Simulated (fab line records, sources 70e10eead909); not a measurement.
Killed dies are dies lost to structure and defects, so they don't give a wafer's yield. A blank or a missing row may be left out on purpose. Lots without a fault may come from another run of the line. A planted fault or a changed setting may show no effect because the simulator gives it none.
A struck lot beside a sound one | flow nand_harc | 40 steps out of a route of 1302
Sound: wafers L627.1, L627.2, L627.5. Struck: wafers L639.2, L639.3, L639.4. The cause comes at the end.
At each step with rows: each side's tool, then ch and its chambers, then its first start. Under that, the readings that differ: sound wafers | struck wafers | difference of the means | sigmas: that difference in standard deviations of wafers without a fault.
alike: readings whose means differ by less than 2 such deviations, and words and numbers that are the same on both sides. not compared: withheld readings, readings that some wafer has no value for, bounds like >300 that may hide the same value, and numbers for which the record gives no deviation and whose values overlap.
The two part at a step that has a row with sigmas, a row that says differs or no value, or rows on one side only. Numbers that don't overlap but have no deviation are shown without sigmas and don't part them. A reading that every wafer of one side lacks parts them only if that side has two wafers or more.

first, 2 steps without rows for these wafers: NHARC_THIN_TSV_DESCUM_14 (chemistry O2, time 3 s); NHARC_THIN_TSV_ETCH_44 (etches the open film in CF4/O2, target depth 1594.2 nm, time 797.1 s).
NHARC_THIN_TSV_ETCH_15: target depth 3000 nm, bosch target overetch cycles 2, bosch etch step 2.8 s.
  sound on rie_si-02 ch 2,3, day 25 02:53; struck on rie_si-06 ch 1,2,3, day 28 20:42
  alike: drypump_motor_current_A
  not compared: rf_hours_counter_h
NHARC_THIN_TSV_CD_MEAS_16:
  sound on cd_sem-03, day 25 03:01; struck on cd_sem-01, day 28 20:50
  alike: cd_nm
then, 6 steps without rows for these wafers: NHARC_THIN_TSV_STRIP_45 (strips in O2); NHARC_THIN_TSV_STRIP_46 (strips in post etch residue remover, time 1200 s); NHARC_THIN_TSV_DEP_47 (deposits SiO2, target thk 200 nm); NHARC_THIN_TSV_ETCHBACK_48 (etches the open film in C4F8/Ar, target depth 1028.5 nm, time 405.17 s); NHARC_THIN_TSV_STRIP_62 (strips in N2/H2, time 20 s); NHARC_THIN_TSV_DEGAS_49 (time 120 s).
NHARC_THIN_TSV_PRE_CLEAN_50: time 30 s.
  sound on pvd_sputter-02; struck on pvd_sputter-03
  alike: heater_power_w, susceptor_temp_C
NHARC_THIN_TSV_PVD_19: deposits TaN, target thk 20 nm.
  sound on pvd_sputter-02; struck on pvd_sputter-03
  alike: throttle_valve_pct
NHARC_THIN_TSV_PVD_51: deposits Cu, target thk 100 nm.
  sound on pvd_sputter-02, day 25 05:11; struck on pvd_sputter-03, day 28 22:55
  alike: throttle_valve_pct
then, 16 steps without rows for these wafers: NHARC_THIN_TSV_ECD_20 (material Cu, target thk 2000 nm); NHARC_THIN_TSV_ANNEAL_52 (time 90 s); NHARC_THIN_TSV_CMP_21 (polishes, t overpolish 30 s, target thk 2000 nm); NHARC_THIN_TSV_SRD_23; NHARC_THIN_TSV_DEGAS_53 (time 60 s); NHARC_THIN_TSV_PRE_CLEAN_54 (time 30 s); NHARC_THIN_TSV_PVD_55 (deposits TiN, target thk 50 nm); NHARC_THIN_TSV_PVD_24 (deposits Al, target thk 800 nm); NHARC_THIN_TSV_DEHYDRATE_25 (time 120 s); NHARC_THIN_TSV_HMDS_26 (time 30 s); NHARC_THIN_TSV_COAT_27; NHARC_THIN_TSV_SOFTBAKE_28 (time 95 s); NHARC_THIN_TSV_EBR_29; NHARC_THIN_TSV_EXPOSE_30 (exposes mask PAD); NHARC_THIN_TSV_PEB_31 (peb time 85 s); NHARC_THIN_TSV_DEVELOP_32 (time 70 s).
NHARC_THIN_TSV_CD_MEAS_33: target cd 5000 nm.
  sound on cd_sem-03 ch 0, day 25 08:04; struck on cd_sem-02 ch 0, day 29 01:47
  reading    | sound                | struck               | difference | sigmas
  cd_nm (nm) | 5005.9 5002.1 5001.6 | 4996.9 4998.5 4997.5 | -5.6       | -2
then, 1 step without rows for these wafers: NHARC_THIN_TSV_HARDBAKE_34 (time 80 s).
NHARC_THIN_TSV_DESCUM_35: chemistry O2, time 3 s.
  sound on rie_diel-03 ch 1,3, day 25 08:14; struck on rie_diel-09 ch 0,2,3, day 29 01:56
  alike: drypump_motor_current_A, oes_product_au, rf_vpp_V, showerhead_plenum_p_Torr, throttle_valve_pct
  not compared: rf_hours_counter_h
then, 1 step without rows for these wafers: NHARC_THIN_TSV_ETCH_59 (etches the open film in Cl2/BCl3, target depth 880 nm, time 138.1 s).
NHARC_THIN_TSV_ETCH_36: etches the open film in Cl2/BCl3, target depth 65 nm, time 18.571 s.
  sound on rie_metal-01 ch 0,1, day 25 08:39; struck on rie_metal-02 ch 0,1, day 29 02:20
  alike: drypump_motor_current_A, oes_product_au
  not compared: rf_hours_counter_h
then, 2 steps without rows for these wafers: NHARC_THIN_TSV_STRIP_56 (strips in O2); NHARC_THIN_TSV_STRIP_57 (strips in post etch residue remover, time 1200 s).
NHARC_THIN_TSV_CD_MEAS_37:
  sound on cd_sem-02, day 25 09:32; struck on cd_sem-01, day 29 03:13
  alike: cd_nm
then, 1 step without rows for these wafers: NHARC_THIN_TSV_ANNEAL_58 (time 1800 s).
NHARC_END_WLT_00:
  sound on prober-02, day 26 09:19; struck on prober-02, day 29 17:50
  reading                     | sound             | struck            | difference | sigmas
  VT_DECK2_BOTTOM_INNER       | 0.862 0.869 0.876 | 0.853 0.845 0.857 | -0.017     | -2
  VT_DECK2_MEDIAN_NEAR_BOTTOM | 0.869 0.869 0.871 | 0.860 0.848 0.855 | -0.015     | -2
  VT_DECK2_MIDDLE_INNER       | 0.881 0.880 0.893 | 0.872 0.867 0.874 | -0.014     | -2
  VT_DECK2_TOP                | 0.903 0.899 0.897 | 0.885 0.880 0.887 | -0.016     | -3
  VT_DECK2_TOP_INNER          | 0.902 0.904 0.896 | 0.879 0.885 0.888 | -0.017     | -2
  alike: VT_DECK1_BOTTOM, VT_DECK1_BOTTOM_INNER, VT_DECK1_MEDIAN_NEAR_BOTTOM, VT_DECK1_MEDIAN_NEAR_BOTTOM_INNER, VT_DECK1_MIDDLE, VT_DECK1_MIDDLE_INNER, VT_DECK1_TOP, VT_DECK1_TOP_INNER, VT_DECK2_BOTTOM, VT_DECK2_MEDIAN_NEAR_BOTTOM_INNER, VT_DECK2_MIDDLE
  not compared: hold
NHARC_END_SORT_01:
  sound on prober-02 ch 0, day 26 12:17; struck on prober-01 ch 0, day 29 23:05
  reading                  | sound          | struck                                                                     | difference                   | sigmas
  hold                     | - - -          | await_dispo/7.3h/release await_dispo/7.3h/release await_dispo/7.3h/release | no value on the sound wafers |
  defect_limited_yield (%) | 94.8 91.4 90.3 | 82.6 85.2 83.6                                                             | -8.4                         | -4
  killed_at_other          | 2 1 1          | 82 59 59                                                                   | +65                          | +50
  killed_dies              | 35 58 66       | 118 100 111                                                                | +57                          | +4
  sort_bin_2_pct (%)       | 1.3 2.8 4.3    | 8.6 5.6 8.0                                                                | +4.6                         | +4
  sort_bin_3_pct (%)       | 0.4 1.2 0.4    | 2.5 2.8 3.0                                                                | +2.1                         | +6
  sort_n_pass              | 642 619 611    | 559 577 566                                                                | -57                          | -4
  sort_rim_yield_pct (%)   | 88 98 93       | 86 80 76                                                                   | -12                          | -3
  sort_yield_pct (%)       | 94.8 91.4 90.3 | 82.6 85.2 83.6                                                             | -8.4                         | -4
  alike: killed_at_array, killed_at_periphery, killed_open, killed_short, sort_bin_4_pct

WHERE THEY PART
First at NHARC_THIN_TSV_CD_MEAS_33; last, within this record, at NHARC_END_SORT_01.

WHY: what the simulator had put in
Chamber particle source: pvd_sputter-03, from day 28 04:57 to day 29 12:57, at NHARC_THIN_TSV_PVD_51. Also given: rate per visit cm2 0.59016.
